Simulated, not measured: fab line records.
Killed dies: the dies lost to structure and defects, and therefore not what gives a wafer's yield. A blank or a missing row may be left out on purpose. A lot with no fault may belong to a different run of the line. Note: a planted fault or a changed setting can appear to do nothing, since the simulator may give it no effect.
Which tool was responsible? | flow n5-finfet | 30 wafers from 10 lots sampled at 4 of the route's 1938 steps

== WHAT THE GAUGES SHOWED, per wafer ==
N5_BEOL_M3_INSPECT_59: inspects for defects (darkfield).
lot  | measured     | on                | raw-defect-count
L520 | day 7 07:55  | defect-inspect-02 | 34 61 46
L521 | day 7 09:09  | defect-inspect-02 | 42 69 31
L522 | day 7 18:36  | defect-inspect-01 | 116 71 80
L523 | day 8 02:18  | defect-inspect-02 | 32 70 46
L528 | day 9 10:30  | defect-inspect-01 | 91 104 63
L532 | day 11 01:21 | defect-inspect-01 | 102 96 90
L534 | day 11 03:11 | defect-inspect-02 | 58 43 62
L535 | day 11 19:31 | defect-inspect-01 | 88 115 114
L541 | day 12 15:09 | defect-inspect-01 | 60 64 59
L542 | day 13 21:52 | defect-inspect-02 | 83 60 43

== EACH LOT AND THE TOOL THAT RAN IT (in order: tool; ch and the chambers of the sampled wafers; start) ==
lot  | N5_BEOL_M3_SPUTTER_86        | N5_BEOL_M3_ANNEAL_89         | N5_BEOL_M3_CMP_52
L520 | pvd-sputter-01, day 7 05:41  | pvd-sputter-01, day 7 05:59  | cmp-03 ch 1,2,3, day 7 07:17
L521 | pvd-sputter-03, day 7 06:59  | pvd-sputter-03, day 7 07:17  | cmp-04 ch 0,2,3, day 7 08:37
L522 | pvd-sputter-01, day 7 16:19  | pvd-sputter-01, day 7 16:37  | cmp-01 ch 1,2, day 7 17:59
L523 | pvd-sputter-03, day 8 00:07  | pvd-sputter-03, day 8 00:25  | cmp-04 ch 1,2,3, day 8 01:45
L528 | pvd-sputter-03, day 9 08:17  | pvd-sputter-03, day 9 08:35  | cmp-04 ch 0,1,3, day 9 09:55
L532 | pvd-sputter-02, day 10 23:08 | pvd-sputter-02, day 10 23:26 | cmp-03 ch 0,2,3, day 11 00:44
L534 | pvd-sputter-02, day 11 00:59 | pvd-sputter-02, day 11 01:17 | cmp-03 ch 0,1,3, day 11 02:35
L535 | pvd-sputter-03, day 11 17:20 | pvd-sputter-03, day 11 17:38 | cmp-01 ch 1,2,3, day 11 18:56
L541 | pvd-sputter-03, day 12 12:58 | pvd-sputter-03, day 12 13:16 | cmp-01 ch 2,3, day 12 14:34
L542 | pvd-sputter-02, day 13 19:42 | pvd-sputter-02, day 13 20:00 | cmp-01 ch 0,3, day 13 21:20
- N5_BEOL_M3_SPUTTER_86: material Cu, target thk 4.5 nm, time 8.29 s.
- N5_BEOL_M3_ANNEAL_89: time 240 s.
- N5_BEOL_M3_CMP_52: polishes, stops on SiOC, t overpolish 6.8 s, target thk 40 nm.

== THE ANSWER, worked out from the rows above alone ==
Rule: the lots themselves supply what counts as usual. Put in order of their means at a reading, lots are off if they are a third of the lots or fewer, leave a main group of 4 or more, and stand apart from it by a gap of 3 or more times the standard deviation of the main group's means; of several such gaps the widest counts. Not used: any main group whose means are identical at the precision the tables above print for the reading. Also off: a lot with no number at a reading for which 4 or more lots have one. The other lots that the step has rows for count as sound.
No lot is off at any reading shown: from this, nothing can be told.

== WHAT THE SIMULATOR HAD INSERTED ==
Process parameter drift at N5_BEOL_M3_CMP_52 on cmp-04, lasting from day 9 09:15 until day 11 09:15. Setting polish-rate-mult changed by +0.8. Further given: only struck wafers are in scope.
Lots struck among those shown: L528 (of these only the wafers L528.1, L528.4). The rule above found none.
